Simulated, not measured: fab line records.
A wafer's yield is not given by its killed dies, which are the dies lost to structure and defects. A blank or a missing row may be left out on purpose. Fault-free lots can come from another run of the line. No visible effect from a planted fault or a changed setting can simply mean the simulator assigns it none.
The tool behind it: which one? ; flow n5-finfet ; 10 lots with 30 wafers sampled at 6 steps, on a route of 1938 steps

== WHAT EACH GAUGE READ, for each wafer ==
N5_STI_FIN_REVEAL_INSPECT_13: inspects for defects (darkfield).
lot;measured;on;raw-defect-count
L682;day 3 00:49;defect-inspect-01;5 17 12
L683;day 3 07:02;defect-inspect-02;7 16 6
L684;day 3 13:22;defect-inspect-02;9 11 19
L694;day 6 01:34;defect-inspect-02;13 16 13
L696;day 6 12:16;defect-inspect-01;530 8 17
L698;day 7 01:59;defect-inspect-01;9 475 8
L700;day 7 14:05;defect-inspect-02;7 8 11
L701;day 7 20:41;defect-inspect-02;8 11 7
L702;day 8 02:22;defect-inspect-02;16 12 18
L703;day 8 06:52;defect-inspect-01;12 5 5

N5_BEOL_M4_RC_MEAS_101.
lot;measured;on;DIBL_N (mV/V);DIBL_P (mV/V);IOFF_N (nA/um);IOFF_P (nA/um);ION_N (uA/um);ION_P (uA/um);SS_N (mV/dec);SS_P (mV/dec);VT_N (mV);VT_P (mV)
L682;day 9 09:14;prober-02;36.1 37.3 37.3;36 37 38;0.15 0.18 0.18;0.20 0.23 0.24;674 681 689;469 471 474;70.7 71.8 71.7;72.6 74.1 73.8;250 247 246;-248 -250 -248
L683;day 8 21:05;prober-01;38.3 37.2 35.4;40 38 36;0.22 0.19 0.16;0.36 0.28 0.26;695 691 682;487 478 481;72.9 72.2 72.0;73.0 73.6 73.0;242 245 248;-239 -242 -243
L684;day 9 14:45;prober-02;31.4 36.5 35.3;29 36 34;0.09 0.17 0.14;0.13 0.21 0.18;648 691 677;452 470 463;69.9 71.7 71.3;71.0 72.6 72.5;256 246 252;-257 -249 -253
L694;day 11 17:33;prober-02;33.3 38.7 36.7;34 39 35;0.12 0.24 0.18;0.18 0.25 0.19;656 684 653;454 456 445;71.3 72.1 72.6;73.1 75.0 73.5;254 244 252;-254 -251 -254
L696;day 12 02:02;prober-01;36.6 40.7 37.0;38 43 40;0.16 0.25 0.16;0.19 0.26 0.21;692 694 668;463 461 454;71.7 72.5 70.8;73.7 74.8 73.7;248 247 254;-253 -250 -254
L698;day 12 22:44;prober-02;34.7 37.8 34.3;35 41 36;0.13 0.18 0.12;0.14 0.22 0.16;667 671 658;445 450 445;71.0 72.3 71.2;72.4 73.9 72.7;255 251 254;-255 -253 -258
L700;day 13 10:51;prober-01;36.5 32.8 35.4;35 31 34;0.14 0.10 0.13;0.19 0.14 0.17;663 659 670;462 453 461;70.9 70.5 71.1;72.6 72.4 72.0;250 256 252;-251 -256 -255
L701;day 14 04:37;prober-02;36.8 37.1 37.0;37 38 38;0.19 0.20 0.17;0.23 0.23 0.23;697 694 673;475 466 466;71.2 71.2 71.6;72.9 73.8 74.1;246 246 247;-248 -253 -251
L702;day 14 07:22;prober-02;40.0 36.7 41.0;38 34 40;0.21 0.14 0.23;0.22 0.16 0.25;677 659 689;457 448 467;72.4 71.2 72.3;73.5 72.5 74.2;249 253 247;-253 -257 -252
L703;day 14 07:26;prober-01;28.6 32.5 32.1;29 32 33;0.06 0.11 0.11;0.09 0.12 0.13;633 658 677;435 440 462;70.3 71.0 70.6;70.7 71.9 71.7;264 256 253;-265 -259 -259

== EACH LOT AND THE TOOL THAT RAN IT (in order: tool; ch and the chambers of the sampled wafers; start) ==
lot;N5_STI_FIN_REVEAL_ALD_00;N5_STI_FIN_REVEAL_ALD_14;N5_STI_FIN_REVEAL_PRECLEAN_26;N5_STI_FIN_REVEAL_RECESS_09
L682;ald-sin-03 ch 2,3, day 2 15:26;ald-sin-03 ch 2,3, day 2 15:29;wet-bench-03 ch 0,6,7, day 2 21:52;vapor-etch-02 ch 0,1, day 2 22:27
L683;ald-sin-02 ch 0,1,2, day 2 21:33;ald-sin-02 ch 0,1,2, day 2 21:36;wet-bench-05 ch 5,6,7, day 3 04:11;vapor-etch-02 ch 0,1, day 3 04:47
L684;ald-sin-02 ch 1,2,3, day 3 04:16;ald-sin-02 ch 1,2,3, day 3 04:19;wet-bench-03 ch 0,1,3, day 3 10:31;vapor-etch-02 ch 0,1, day 3 10:35
L694;ald-sin-03 ch 1,2,3, day 5 16:50;ald-sin-03 ch 1,2,3, day 5 16:53;wet-bench-05 ch 2,4,6, day 5 22:43;vapor-etch-02 ch 0,1, day 5 22:46
L696;ald-sin-03 ch 2,3, day 6 03:31;ald-sin-03 ch 2,3, day 6 03:34;wet-bench-05 ch 0,2,6, day 6 09:25;vapor-etch-01 ch 0,1, day 6 09:29
L698;ald-sin-01 ch 0,1, day 6 16:52;ald-sin-01 ch 0,1, day 6 16:55;wet-bench-05 ch 3,6,7, day 6 23:07;vapor-etch-01 ch 0,1, day 6 23:11
L700;ald-sin-02 ch 0,1,3, day 7 05:20;ald-sin-02 ch 0,1,3, day 7 05:23;wet-bench-03 ch 0,1,5, day 7 11:10;vapor-etch-02 ch 0,1, day 7 11:14
L701;ald-sin-03 ch 0,1,2, day 7 11:17;ald-sin-03 ch 0,1,2, day 7 11:20;wet-bench-05 ch 0,1,3, day 7 17:11;vapor-etch-02 ch 0,1, day 7 17:31
L702;ald-sin-02 ch 2,3, day 7 17:27;ald-sin-02 ch 2,3, day 7 17:30;wet-bench-03 ch 3,5,6, day 7 23:19;vapor-etch-01 ch 0,1, day 7 23:55
L703;ald-sin-02 ch 0,1,2, day 7 22:11;ald-sin-02 ch 0,1,2, day 7 22:14;wet-bench-02 ch 0,1,4, day 8 04:00;vapor-etch-01 ch 0,1, day 8 04:04
- N5_STI_FIN_REVEAL_ALD_00: deposits SiO2, target thk 1 nm, pulse time 1 s.
- N5_STI_FIN_REVEAL_ALD_14: deposits Si3N4, target thk 3 nm.
- N5_STI_FIN_REVEAL_PRECLEAN_26: cleans in SC1, time 45 s.
- N5_STI_FIN_REVEAL_RECESS_09: chemistry HF/NH3, target SiO2, afs cycles 11, target depth 42.5 nm, sublimation time 60 s.

== AS READ BY THE TOOLS THEMSELVES (means over the sampled wafers that have a number; for cases with no such wafer, the mark the record gives instead) ==
N5_STI_FIN_REVEAL_ALD_00.
lot;tool;heater-power-w (W);precursor-pulse-height-rel
L682;ald-sin-03;467;0.982
L683;ald-sin-02;481;0.994
L684;ald-sin-02;493;1.005
L694;ald-sin-03;444;0.992
L696;ald-sin-03;441;1.017
L698;ald-sin-01;460;1.009
L700;ald-sin-02;537;1.005
L701;ald-sin-03;469;1.016
L702;ald-sin-02;505;1.019
L703;ald-sin-02;482;1.013

N5_STI_FIN_REVEAL_ALD_14.
lot;tool;heater-power-w (W)
L682;ald-sin-03;831
L683;ald-sin-02;855
L684;ald-sin-02;880
L694;ald-sin-03;806
L696;ald-sin-03;784
L698;ald-sin-01;849
L700;ald-sin-02;964
L701;ald-sin-03;845
L702;ald-sin-02;905
L703;ald-sin-02;865

N5_STI_FIN_REVEAL_RECESS_09.
lot;tool;drypump-motor-current-A (A)
L682;vapor-etch-02;5.7
L683;vapor-etch-02;5.7
L684;vapor-etch-02;5.6
L694;vapor-etch-02;5.7
L696;vapor-etch-01;5.9
L698;vapor-etch-01;6.2
L700;vapor-etch-02;5.7
L701;vapor-etch-02;5.7
L702;vapor-etch-01;6.2
L703;vapor-etch-01;5.9

== THE ANSWER, worked out from the rows above alone ==
Rule: usual is defined by the lots themselves. The widest of any qualifying gaps counts: lots, ordered by their means at a reading, are off when they make up no more than a third of the lots, leave a main group of 4 or more, and stand apart from it by 3 or more times the standard deviation of that group's means. Not used: any main group whose means are identical at the precision the tables above print for the reading. A lot without any number at a reading at which 4 lots or more have one is off too. The other lots that the step has rows for count as sound. The gauges are gone through in route order, then the tools' own readings, and for those a lot's mean is taken as printed above. The first step at which some lot is off is used, and at that step the reading that is off furthest; a lot without a number counts as furthest.
Off, at N5_STI_FIN_REVEAL_INSPECT_13 on raw-defect-count: L696, L698. For the main group the mean is 11 and the standard deviation 2.7.
If a tool, at a process step before that reading, ran all the lots that are off and no sound lot after the first of them, it fits. Gauges at N5_STI_FIN_REVEAL_INSPECT_13: tried the same way as those tools. Not one of the candidates tried fits.

== WHAT THE SIMULATOR PUT IN ==
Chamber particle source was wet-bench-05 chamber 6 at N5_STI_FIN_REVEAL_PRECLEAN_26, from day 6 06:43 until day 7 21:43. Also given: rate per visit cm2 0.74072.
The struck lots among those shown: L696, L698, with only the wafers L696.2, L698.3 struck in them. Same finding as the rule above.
